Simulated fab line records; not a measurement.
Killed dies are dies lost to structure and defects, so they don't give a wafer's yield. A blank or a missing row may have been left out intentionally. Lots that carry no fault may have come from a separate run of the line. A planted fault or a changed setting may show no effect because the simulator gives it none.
fab line records	flow n5_finfet
record: lots: 4	wafers: 12	last_day: 21
route steps=1938 shown SD_EPI_P@318 SD_ACTIVATION@330 ILD0@335 SDB@347 BEOL_M4@1111 PASSIVATION@1936
lots that met no fault: from a run of the same line without faults
start_h: the number of hours between the record's first day and the start of the first shown wafer of the lot	wait_h: time in hours since the lot's previous step	" same as the row above	L1.1+2: several wafers, shown together as one row	- value missing, or start not given	* or withheld: withheld	< > ~ a bound
route shown NAME@n: a module of which the file shows steps, and the number in the route of the first	usual: mean/standard deviation taken from wafers without a fault	same: alike in all rows	chamber/n: place in a boat	sites: the reading at each site	_std_site: standard deviation of those values	_edge_site: mean of outer sites minus mean of inner sites	radius_mm: how far each site lies from the wafer's centre	mask NAME#n: copy n	behind: tool/chamber where the wafer was last shaped	hold: why the lot went on hold/how many hours it stayed there/how the hold came to an end	device: transistor that didn't switch, given as n, p or np	end of line: tests of these same wafers at the route's end	for a step that has no rows: nothing shown but its recipe	killed: the dies lost at the first sort to structure and to defects; this is not the yield of the wafer	map: shows each die of a wafer: x if killed, . if not, _ if none is there
set.NAME: the setting as run; set.NAME@STEP: as run at that earlier step	model.NAME: the simulator's own value behind a step, which no gauge read
lots seen at some steps along the route; tables by step, rows by wafer
== steps ==
step: N5_SD_EPI_P_SRD_20
recipe: dry: ipa_marangoni	do_ppb: 5	time_s: 30	temp_c: 23	rinse_liquid: diw
step: N5_SD_EPI_P_PRECLEAN_51
recipe: chemistry: NF3:NH3	afs_cycles: 1	temp_c: 30	time_s: 20	sublimation_temp_c: 180	sublimation_time_s: 60	pressure_torr: 3	rf_power_w: 30
step: N5_SD_EPI_P_VAPOR_ETCH_44
recipe: chemistry: NF3/Ar	target: SiGe30	temp_c: 25	time_s: 3.3	mode: isotropic
step: N5_SD_EPI_P_EPI_21
recipe: material: SiGe:B	dopant: B	temp_c: 550	pressure_torr: 20	ambient: H2	time_s: 355
step: N5_SD_EPI_P_HM_STRIP_48
recipe: chemistry: H3PO4	temp_c: 160	material: SiNx	target: SiNx	target_depth_a: 30	overetch_fraction: 0.3
step: N5_SD_EPI_P_SRD_49
recipe: dry: ipa_marangoni	time_s: 30	temp_c: 23	rinse_liquid: diw
step: N5_SD_EPI_P_PRECLEAN_24
recipe: chemistry: O3/DIW	time_s: 45	temp_c: 22	o3_ppm: 10
step: N5_SD_EPI_P_PRECLEAN_32
recipe: chemistry: dHF	time_s: 10	dilution: 500:1	temp_c: 25
step: N5_SD_EPI_P_PRECLEAN_33
recipe: chemistry: SC2	time_s: 45	temp_c: 35	mix: 1:1:50
step: N5_SD_EPI_P_SRD_25
recipe: time_s: 30	temp_c: 23	rinse_liquid: diw	dry: ipa_marangoni
step: N5_SD_ACTIVATION_RTA_00
recipe: temp_c: 975	time_s: 0	ambient: N2	idle_temp_c: 600	ramp_up_c_per_s: 150	ramp_down_c_per_s: 60	cool_to_c: 600
usual: lamp_power_pct: 8.95/0.057	lamp_zone_1_pct: 8.950/0.027	lamp_zone_2_pct: 8.955/0.027	lamp_zone_3_pct: 8.950/0.03	lamp_zone_4_pct: 8.951/0.027	lamp_zone_5_pct: 8.948/0.028	lamp_zone_6_pct: 8.881/0.027	lamp_zone_7_pct: 9.350/0.025	wafer_temp_C_max: 975.1/1.8
lot.wafer	tool	chamber	start_h	wait_h	lamp_power_pct	lamp_zone_1_pct	lamp_zone_2_pct	lamp_zone_3_pct	lamp_zone_4_pct	lamp_zone_5_pct	lamp_zone_6_pct	lamp_zone_7_pct	wafer_temp_C_max
L339.1	rtp_anneal-01	0	95.32	0.2	8.96	8.981	8.933	8.915	8.942	8.955	8.906	9.385	976.9
L339.3	"	0	"	"	8.97	8.890	8.953	9.003	8.965	8.924	8.861	9.313	977.6
L339.6	"	0	"	"	9.02	8.952	8.974	8.968	8.996	8.947	8.823	9.417	973.5
L346.3	rtp_anneal-01	0	134.26	0.1	8.53	8.529	8.546	8.558	8.569	8.571	8.448	8.897	972.3
L346.4	"	0	"	"	8.70	8.552	8.628	8.592	8.543	8.591	8.507	8.962	976.9
L346.5	"	0	"	"	8.57	8.551	8.563	8.542	8.514	8.565	8.469	8.946	975.5
L348.3	rtp_anneal-01	0	146.58	0.2	8.51	8.577	8.607	8.568	8.542	8.530	8.487	8.912	976.4
L348.5	"	0	"	"	8.59	8.599	8.576	8.512	8.549	8.538	8.526	8.892	975.9
L348.6	"	0	"	"	8.60	8.553	8.525	8.590	8.558	8.572	8.518	8.988	977.2
L356.1	rtp_anneal-02	0	196.42	0.0	9.00	8.928	8.889	8.987	8.944	8.897	8.900	9.358	970.5
L356.2	"	0	"	"	9.00	8.947	8.948	8.952	8.956	8.974	8.874	9.345	977.4
L356.3	"	0	"	"	8.97	8.925	8.947	8.930	8.950	8.952	8.906	9.353	974.3
step: N5_SD_ACTIVATION_LSA_01
recipe: temp_c: 1080	time_s: 0.0008	ambient: N2
step: N5_ILD0_LINER_00
recipe: material: SiNx	target_thk_a: 40	temp_c: 400	ald_precursor_family: SiH2I2	ald_co_reactant: N2/H2-plasma	pulse_time_s: 1	purge_time_s: 2	co_reactant_purge_time_s: 2	ald_cycles: 80	pressure_torr: 2
step: N5_ILD0_FCVD_FILL_01
recipe: material: SiO2_flowable	target_thk_a: 2000	temp_c: 100	pressure_torr: 0.8	rf_w: 2000	time_s: 328.3
step: N5_ILD0_CURE_02
recipe: temp_c: 450	time_s: 1800	ambient: steam	idle_temp_c: 400	ramp_up_c_per_min: 5	ramp_down_c_per_min: 3	densification_p_h2o_torr: 640
step: N5_ILD0_CMP_03
recipe: stop_on: SiNx	t_overpolish_s: 1.9	post_cmp_clean: alkaline_brush	down_force_psi: 4.1491	platen_rpm: 51.796	pad_velocity_m_s: 1.0306	target_thk_nm: 197.38
step: N5_ILD0_CMP_07
recipe: stop_on: poly-Si	material: SiO2_flowable	t_overpolish_s: 1.18	post_cmp_clean: alkaline_brush	down_force_psi: 4.1491	platen_rpm: 51.796	pad_velocity_m_s: 1.0306	target_thk_nm: 138.88
step: N5_ILD0_PRECLEAN_10
recipe: chemistry: NF3:NH3	afs_cycles: 5	time_s: 20	temp_c: 30	sublimation_temp_c: 180	sublimation_time_s: 60	pressure_torr: 3	rf_power_w: 30
step: N5_ILD0_ALD_15
recipe: material: SiNx	target_thk_a: 240	temp_c: 400	ald_precursor_family: SiH2I2	ald_co_reactant: N2/H2-plasma	pulse_time_s: 1	ald_cycles: 480	purge_time_s: 2	co_reactant_purge_time_s: 2	pressure_torr: 2
step: N5_ILD0_CMP_12
recipe: stop_on: poly-Si	material: SiNx	t_overpolish_s: 6	post_cmp_clean: alkaline_brush	down_force_psi: 2.5	platen_rpm: 51.8	pad_velocity_m_s: 1.0307	target_thk_nm: 17.67
step: N5_SDB_HM_DEP_00
recipe: material: SiNx	target_thk_a: 400	temp_c: 400	precursor: SiH4/NH3/N2	pressure_torr: 1.5	rf_w: 300	time_s: 35.3
step: N5_SDB_COAT_03
recipe: resist: SOC	temp_c: 250	time_s: 60	spin_rpm: 1500	resist_thk_nm: 100
step: N5_SDB_COAT_04
recipe: resist: SiARC	temp_c: 220	time_s: 60	spin_rpm: 1500	resist_thk_nm: 18
step: N5_SDB_COAT_05
recipe: resist: CAR-ArF	spin_rpm: 1500	resist_thk_nm: 90
step: N5_SDB_EBR_07
recipe: solvent: PGMEA	ebr_width_mm: 1.5
step: N5_SDB_SOFTBAKE_06
recipe: temp_c: 110	time_s: 60	resist: CAR-ArF
step: N5_SDB_EXPOSE_08
recipe: mask_id: SDB	na: 1.35	source_shape: conventional	sigma_outer: 0.5	polarization: unpolarized	dose_mj: 49.6
step: N5_SDB_PEB_09
recipe: peb_temp_c: withheld	peb_time_s: 60	resist: CAR-ArF
step: N5_SDB_DEVELOP_10
recipe: develop_time_s: 30	developer: TMAH	resist: CAR-ArF	rinse_liquid: diw	dry: air_spin	dev_temp_c: 23
step: N5_SDB_DESCUM_16
recipe: chemistry: O2	time_s: 7.9	source_power_w: 50	bias_power_w: 20	pressure_mtorr: 20	rf_frequency_hz: 2.712e+07	temp_c: 40	resist: CAR-ArF	o2_flow_sccm: 225
step: N5_BEOL_M4_RC_MEAS_101
usual: DIBL_N: 36.1/2.3	DIBL_P: 36/3.2	IOFF_N: 0.16/0.045	IOFF_P: 0.21/0.049	ION_N: 674/14	ION_P: 462/8.4	REXT_N: 75.4/1.6	REXT_P: 101.7/2.4	SS_N: 71.6/0.83	SS_P: 73.2/0.87	VT_N: 249/3.8	VT_P: -250/3.4
lot.wafer	tool	chamber	start_h	wait_h	DIBL_N[mV/V]	DIBL_P[mV/V]	IOFF_N[nA/um]	IOFF_P[nA/um]	ION_N[uA/um]	ION_P[uA/um]	REXT_N[ohm.um]	REXT_P[ohm.um]	SS_N[mV/dec]	SS_P[mV/dec]	VT_N[mV]	VT_P[mV]
L339.1	prober-02	0	277.54	0.0	35.4	34	0.16	0.17	680	456	76.1	101.0	71.3	72.7	249	-253
L339.3	"	0	"	"	34.4	35	0.15	0.20	681	465	76.2	98.7	70.9	72.7	247	-251
L339.6	"	0	"	"	34.6	35	0.14	0.18	670	453	78.4	101.5	71.6	72.9	248	-253
L348.3	prober-01	0	345.01	0.3	33.6	38	0.13	0.19	643	446	88.2	111.0	71.4	73.3	252	-253
L348.5	"	0	"	"	35.7	40	0.16	0.22	661	455	88.1	109.1	71.7	74.1	247	-253
L348.6	"	0	"	"	30.6	33	0.09	0.15	624	439	90.7	110.9	69.7	72.5	258	-256
L346.3	prober-02	0	345.12	0.3	31.3	33	0.10	0.17	640	458	87.6	105.2	70.6	73.6	255	-249
L346.4	"	0	"	"	30.7	32	0.09	0.15	622	439	89.1	108.7	71.0	72.4	255	-254
L346.5	"	0	"	"	31.3	33	0.09	0.17	625	451	89.4	105.6	71.2	73.9	255	-254
L356.1	prober-01	0	393.78	0.0	34.9	36	0.14	0.20	675	466	79.4	100.1	71.4	73.1	251	-250
L356.2	"	0	"	"	38.5	40	0.20	0.25	690	463	78.9	102.3	72.2	73.7	248	-248
L356.3	"	0	"	"	39.8	41	0.23	0.28	678	463	77.9	100.6	73.0	74.4	249	-249
step: N5_PASSIVATION_PROBE_49
usual: defect_limited_yield: 90.9/1.6	killed_at_M0_to_M3: 37/11	killed_at_M4_up: 15/5.6	killed_at_contacts: 13/6.4	killed_at_front_end: 39/11	killed_at_other: 4/3.1	killed_dies: 107/19	killed_open: 71/14	killed_short: 34/7.8	sort_bin_5_function: 5.3/1	sort_bin_6_memory: 3.4/0.72	sort_bin_8_speed: 0.0/0.42	sort_n_pass: 1072/20	sort_yield_pct: 90.9/1.7
same: gross_dies: 1180	killed_at_back_side: 0	sort_bin_4_leakage[%]: 0
lot.wafer	tool	chamber	start_h	wait_h	defect_limited_yield[%]	killed_at_M0_to_M3	killed_at_M4_up	killed_at_contacts	killed_at_front_end	killed_at_other	killed_dies	killed_open	killed_short	sort_bin_5_function[%]	sort_bin_6_memory[%]	sort_bin_8_speed[%]	sort_n_pass	sort_yield_pct[%]
L339.1	prober-02	-	395.28	0.0	92.3	23	18	27	21	2	91	64	25	4.3	3.0	0	1089	92.3
L339.3	prober-02	-	395.38	0.1	93.8	26	14	4	27	2	73	47	23	3.1	3.0	0	1107	93.8
L339.6	prober-02	-	395.53	0.3	92.5	34	15	21	14	4	88	64	21	4.6	2.7	0	1092	92.5
L348.3	prober-02	-	467.70	0.1	92.7	34	3	10	38	1	86	53	33	4.3	2.5	0.2	1092	92.5
L348.5	prober-02	-	467.80	0.2	91.4	33	20	9	37	2	101	71	29	5.2	3.1	0	1079	91.4
L348.6	prober-02	-	467.85	0.3	93.2	19	15	6	38	2	80	47	29	3.5	2.9	15.0	923	78.2
L346.3	prober-01	-	468.03	0.1	92.8	35	1	19	24	6	85	58	27	4.2	2.5	0.3	1092	92.5
L346.4	prober-01	-	468.08	0.2	91.9	45	9	16	24	2	96	58	35	4.2	3.7	27.5	760	64.4
L346.5	prober-01	-	468.13	0.2	89.5	58	7	27	24	8	124	84	38	6.4	4.0	8.1	961	81.4
L356.1	prober-02	-	506.77	0.5	91.4	41	4	10	45	2	102	65	36	4.7	3.6	0	1078	91.4
L356.2	prober-02	-	506.82	0.5	88.4	66	19	5	45	2	137	79	56	6.5	4.6	0	1043	88.4
L356.3	prober-02	-	506.87	0.6	89.7	57	10	9	44	2	122	80	37	5.3	4.4	0	1058	89.7
killed by level:class
L339.1 MOL_CONTACT_COAG:geometric_particle:open=24 BEOL_M4:geometric_particle:open=10 FIN_SAQP:geometric_particle:open=7 BEOL_M0_SAQP:geometric_particle:short=6 BEOL_M0_SAQP:geometric_particle:open=4 STI_FIN_REVEAL:geometric_particle:open=3 MOL_CONTACT_COAG:geometric_particle:short=3 BEOL_M1:geometric_particle:open=3
L339.3 FIN_SAQP:geometric_particle:open=6 STI_FIN_REVEAL:geometric_particle:open=5 BEOL_M0_SAQP:geometric_particle:short=5 BEOL_M4:geometric_particle:open=5 BEOL_M0:geometric_particle:open=4 FIN_SAQP:geometric_particle:short=3 MOL_CONTACT_COAG:geometric_particle:open=3 BEOL_M1:geometric_particle:open=3
L339.6 MOL_CONTACT_COAG:geometric_particle:open=17 BEOL_M4:geometric_particle:open=10 BEOL_M1:geometric_particle:open=7 BEOL_M0_SAQP:geometric_particle:short=7 STI_FIN_REVEAL:geometric_particle:open=4 MOL_CONTACT_COAG:geometric_particle:short=4 BEOL_M0_SAQP:geometric_particle:open=4 FIN_SAQP:geometric_particle:open=3
L348.3 FIN_SAQP:geometric_particle:short=9 MOL_CONTACT_COAG:geometric_particle:open=9 FIN_SAQP:geometric_particle:open=6 DUMMY_GATE:geometric_particle:open=6 BEOL_M1:geometric_particle:short=6 BEOL_M0_SAQP:geometric_particle:open=5 BEOL_M0:geometric_particle:open=5 BEOL_M2:geometric_particle:open=5
L348.5 BEOL_M1:geometric_particle:open=9 BEOL_M4:geometric_particle:open=9 FIN_SAQP:geometric_particle:open=7 BEOL_M2:geometric_particle:open=6 MOL_CONTACT_COAG:geometric_particle:open=6 BEOL_M1:geometric_particle:short=6 FIN_SAQP:geometric_particle:short=5 STI_FIN_REVEAL:geometric_particle:open=4
L348.6 BEOL_M4:geometric_particle:open=9 FIN_SAQP:geometric_particle:short=7 STI_FIN_REVEAL:geometric_particle:open=7 BEOL_M0_SAQP:geometric_particle:short=7 GATE_CUT:geometric_particle:short=5 GATE_CUT:geometric_particle:open=4 MOL_CONTACT_COAG:geometric_particle:open=4 FIN_SAQP:geometric_particle:open=3
L346.3 MOL_CONTACT_COAG:geometric_particle:open=14 BEOL_M0_SAQP:geometric_particle:open=10 STI_FIN_REVEAL:geometric_particle:open=8 BEOL_M1:geometric_particle:open=8 BEOL_M2:geometric_particle:open=8 BEOL_M0_SAQP:geometric_particle:short=6 MOL_CONTACT_COAG:geometric_particle:short=5 GATE_CUT:geometric_particle:short=4
L346.4 BEOL_M0_SAQP:geometric_particle:open=13 BEOL_M0_SAQP:geometric_particle:short=12 MOL_CONTACT_COAG:geometric_particle:open=11 GATE_CUT:geometric_particle:short=6 BEOL_M3:geometric_particle:open=6 STI_FIN_REVEAL:geometric_particle:open=5 MOL_CONTACT_COAG:geometric_particle:short=4 BEOL_M1:geometric_particle:open=4
L346.5 BEOL_M0_SAQP:geometric_particle:open=23 MOL_CONTACT_COAG:geometric_particle:open=21 BEOL_M1:geometric_particle:open=11 BEOL_M3:geometric_particle:open=10 BEOL_M0_SAQP:geometric_particle:short=8 MIM_TOP:geometric_particle:short=7 STI_FIN_REVEAL:geometric_particle:open=6 GATE_CUT:geometric_particle:short=5
L356.1 FIN_SAQP:geometric_particle:open=20 FIN_SAQP:geometric_particle:short=10 BEOL_M0_SAQP:geometric_particle:open=9 MOL_CONTACT_COAG:geometric_particle:open=8 BEOL_M0_SAQP:geometric_particle:short=7 BEOL_M2:geometric_particle:short=7 BEOL_M2:geometric_particle:open=6 BEOL_M1:geometric_particle:open=5
L356.2 BEOL_M0_SAQP:geometric_particle:short=24 FIN_SAQP:geometric_particle:open=18 BEOL_M0_SAQP:geometric_particle:open=15 FIN_SAQP:geometric_particle:short=13 BEOL_M1:geometric_particle:open=8 BEOL_M3:geometric_particle:open=8 BEOL_M4:geometric_particle:open=5 BEOL_M0:geometric_particle:open=5
L356.3 BEOL_M0_SAQP:geometric_particle:open=16 BEOL_M2:geometric_particle:open=14 BEOL_M0_SAQP:geometric_particle:short=12 FIN_SAQP:geometric_particle:open=10 STI_FIN_REVEAL:geometric_particle:open=9 FIN_SAQP:geometric_particle:short=8 MOL_CONTACT_COAG:geometric_particle:open=7 STARTING-WAFER:geometric_particle:short=7
map L346.5 (x killed, . not)
_________________............________________
______________............x..xx._____________
___________.......xx...............__________
__________..x..x.x.x.x......x......._________
________......x...x.........xxx......._______
_______...x.x........x.................______
______.....x..........x...x..........x.._____
_____.x.......x.....x..................x.____
____..........x.......x...................___
___..x................x.x..x.x........x....__
___.....x......x..................x.xx.....__
__........x..xx........x.................xxx_
__.x.x.......x..x...x.x...........x........._
_....................x.........x..x..........
_....x....................x..................
_....................x.....x............x....
_............................................
_...x.............x.....x...x.......x........
_x.....x...............................x.x...
_......x.....................................
_........x.x.x..x.....x..x.................x.
__......x..x......x..............x.........._
__............x........x.x...x.............._
___................x...............x..x....__
___........x...............x...............__
____.....................x...........x....___
_____....x.....................x.........____
______.x....x...x.x.x......x....x.x....._____
_______................x....xx........x______
________......x.....x................._______
__________.........x.....xx....x...._________
___________...x....x...xx..x.xx....__________
______________.x...............x_____________
_________________.......x....________________
map L348.5 (x killed, . not)
_________________.........x..________________
______________.....x............_____________
___________x......x......x......x..__________
__________.......................x.x_________
________..............x........x......_______
_______.....x.x.......x..x..........x..______
______...........x........x............._____
_____x.........................x.x.......____
____.....................x............x...___
___...x.........x.....x..................xx__
___..x..............x........x.............__
__............x...........x..xx............._
__.................x.....x...x.............._
_......x....x.............................x..
_.......................x............x.....x.
_.......xxx......x........xx.................
_........x.............x...........x.........
_.........x...............x.............x....
_.x....x..x.......x...x.........x............
_.......x.............x...x........x......xx.
_..x........x....x..................x........
__.........................................._
__................................x........._
___......x.........x......x.............x..__
___...........x............................__
____.....x..............x..........x......___
_____........................x...........____
______..................x.....xxx......._____
_______.................xx........x....______
________.........x...................._______
__________.xx...x......x.....x......_________
___________x.x...x..............x..__________
______________.....x......x....x_____________
_________________............________________
== key ==
first_sign: step: N5_SD_ACTIVATION_RTA_00	reading: lamp_zone_7_pct	direction: down	sigmas: 17	usual: *	struck: *
effect: step: N5_SD_ACTIVATION_RTA_00	reading: lamp_zone_4_pct	direction: down	sigmas: 15	usual: *	struck: *
effect: step: N5_BEOL_M4_RC_MEAS_101	reading: REXT_N	direction: up	sigmas: 8.7	usual: 75.4	struck: 88.8
effect: step: N5_BEOL_M4_RC_MEAS_101	reading: REXT_P	direction: up	sigmas: 2.9	usual: 101.7	struck: 108.4
effect: step: N5_BEOL_M4_RC_MEAS_101	reading: ION_N	direction: down	sigmas: 2.8	usual: 674	struck: 636
effect: step: N5_BEOL_M4_RC_MEAS_101	reading: DIBL_N	direction: down	sigmas: 1.7	usual: 36.1	struck: 32.2	wafers_moved: 1
effect: step: N5_BEOL_M4_RC_MEAS_101	reading: ION_P	direction: down	sigmas: 1.6	usual: 462	struck: 448
effect: step: N5_PASSIVATION_PROBE_49	reading: sort_bin_8_speed	direction: up	sigmas: 20	usual: 0.0	struck: 8.5	wafers_moved: 3
met_at N5_SD_ACTIVATION_RTA_00
struck_wafers L346.3,L346.4,L346.5,L348.3,L348.5,L348.6
onset_between 95.32 134.26
fault: kind: process_parameter_drift	tool: rtp_anneal-01	chamber: -	onset_h: 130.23	steps: N5_SD_ACTIVATION_RTA_00	channel: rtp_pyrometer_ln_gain	offset: 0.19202	shape: step	end_h: 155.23
